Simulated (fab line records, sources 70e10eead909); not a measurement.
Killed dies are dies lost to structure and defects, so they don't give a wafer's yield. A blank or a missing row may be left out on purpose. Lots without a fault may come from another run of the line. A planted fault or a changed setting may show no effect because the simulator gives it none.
Problem report in the 8D (eight disciplines) form, filled by code | flow nand_harc | the parts of the form that need people (team, actions taken, sign-off) are left out

1. THE PROBLEM
oes_product_au at NHARC_A_WL_FILL_ETCHBACK_17 reads a mean of 0.843 a.u. on 3 wafers of 2 lots; wafers without a fault read 0.998 a.u. with a standard deviation of 0.0099. That is -16 standard deviations from the usual mean.
The step: etches the open film in Cl2/BCl3, target depth 4 nm, time 26.7 s.
First seen on wafer L757.4, day 19 04:25, on rie_metal-03. The record holds 36 wafers of 12 lots with a number at this step. Rule for "out", or "out of limits": more than 4 standard deviations from the usual mean. The other wafers with a number count as sound.

2. WHAT IT IS AND WHAT IT IS NOT
question                    | is                     | is not
which readings at this step | oes_product_au         | drypump_motor_current_A
which lots                  | L757, L759             | L745, L746, L747, L748, L750, L754, L761, L762, L764, L767
which wafers of those lots  | L757.4, L759.4, L759.5 | L757.2, L757.3, L759.3
read on which tools         | rie_metal-03           | rie_metal-01, rie_metal-02
when                        | from day 19 04:25      | up to then (20 sound wafers); but 13 sound wafers of L759, L761, L762, L764, L767 came after

3. SUSPECTS, AND WHAT RULES EACH OUT
Counting: a tool at a process step up to the reading stays a suspect if it ran every lot that is out. Sound lots after the first of them don't rule it out here, since some wafers of a struck lot are sound.
- rie_metal-03 at NHARC_A_WL_FILL_ETCHBACK_17 (etches the open film in Cl2/BCl3, target depth 4 nm, time 26.7 s): kept. It ran every lot that is out, first L757 (day 19 04:25); its last sound lot up to then is L754 (day 18 01:53). Its own readings are out on those wafers: oes_product_au.
Left after counting: rie_metal-03 at NHARC_A_WL_FILL_ETCHBACK_17.

4. THE CAUSE (what the simulator had put in)
Process parameter drift: rie_metal-03, from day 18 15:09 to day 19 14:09, at NHARC_A_WL_FILL_ETCHBACK_17. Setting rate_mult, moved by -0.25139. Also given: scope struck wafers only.
Counting left only this tool.

5. THE CHAIN OF EFFECTS, in route order
Each row: a reading whose mean over the struck wafers that have a number lies more than 3 standard deviations from the usual. Only readings for which the record gives a usual standard deviation are gone through. hours: the time from each lot's start at the first step in this table that gives one to its start at this step, as a median over the lots. sigmas: the change in usual standard deviations.
hours | step                        | reading        | usual      | on struck wafers | change | sigmas
0     | NHARC_A_WL_FILL_ETCHBACK_17 | oes_product_au | 0.998 a.u. | 0.843            | -0.155 | -16
The process steps in it:
- NHARC_A_WL_FILL_ETCHBACK_17: etches the open film in Cl2/BCl3, target depth 4 nm, time 26.7 s.

6. WHAT WOULD HAVE CAUGHT IT SOONER
In this record the first reading out of limits was taken at day 19 04:25, 13 hours after the fault began at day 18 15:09.
